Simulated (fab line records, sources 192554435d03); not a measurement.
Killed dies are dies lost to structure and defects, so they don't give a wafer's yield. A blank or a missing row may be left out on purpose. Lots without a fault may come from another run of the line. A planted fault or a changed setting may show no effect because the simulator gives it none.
Chamber matching | flow n5_finfet | N5_GATE_CUT_HM_OPEN_40 on rie_diel-05: 4 sister chambers
The step chemistry C4F6/O2, target SiO2, target depth 139 nm, time 85.1 s. 8 wafers are shown with their chamber, then 12 later ones without.

WAFERS WITH THEIR CHAMBER
wafer  | chamber | rf_vpp_V (V) | throttle_valve_pct (%)
L086.3 | 2       | 666          | 21.04
L086.4 | 1       | 647          | 21.22
L086.5 | 2       | 667          | 21.04
L087.2 | 1       | 649          | 21.24
L087.3 | 3       | 659          | 20.87
L088.2 | 3       | 659          | 20.85
L088.3 | 0       | 671          | 21.44
L088.5 | 0       | 671          | 21.43

WAFERS WITHOUT THEIR CHAMBER
wafer  | rf_vpp_V (V) | throttle_valve_pct (%)
L089.3 | 650          | 21.23
L089.5 | 660          | 20.88
L089.6 | 649          | 21.24
L091.1 | 671          | 21.45
L091.2 | 650          | 21.25
L091.3 | 667          | 21.06
L093.2 | 648          | 21.26
L093.3 | 659          | 20.88
L093.6 | 673          | 21.45
L097.1 | 672          | 21.46
L097.3 | 658          | 20.90
L097.6 | 670          | 21.47

WHICH CHAMBER EACH WENT THROUGH
wafer  | from the rows above | in truth
L089.3 | 1                   | 1
L089.5 | 3                   | 3
L089.6 | 1                   | 1
L091.1 | 0                   | 0
L091.2 | 1                   | 1
L091.3 | 2                   | 2
L093.2 | 1                   | 1
L093.3 | 3                   | 3
L093.6 | 0                   | 0
L097.1 | 0                   | 0
L097.3 | 3                   | 3
L097.6 | 0                   | 0
Placed correctly: 12 of 12. Can't be placed from these rows: 0. Placed wrongly: 0.
How it was worked out, from the rows above alone: a wafer's distance from a chamber is the root of the sum, over the readings, of the square of ((its reading less the chamber's mean) divided by the reading's scatter). The wafer belongs to the nearest chamber; if the next one is less than 2 further off, it can't be placed. A chamber's mean is the mean of its shown wafers. The scatter: the root of (the sum of the squares of (reading less its chamber's mean) over the shown wafers, divided by (wafers less chambers)).
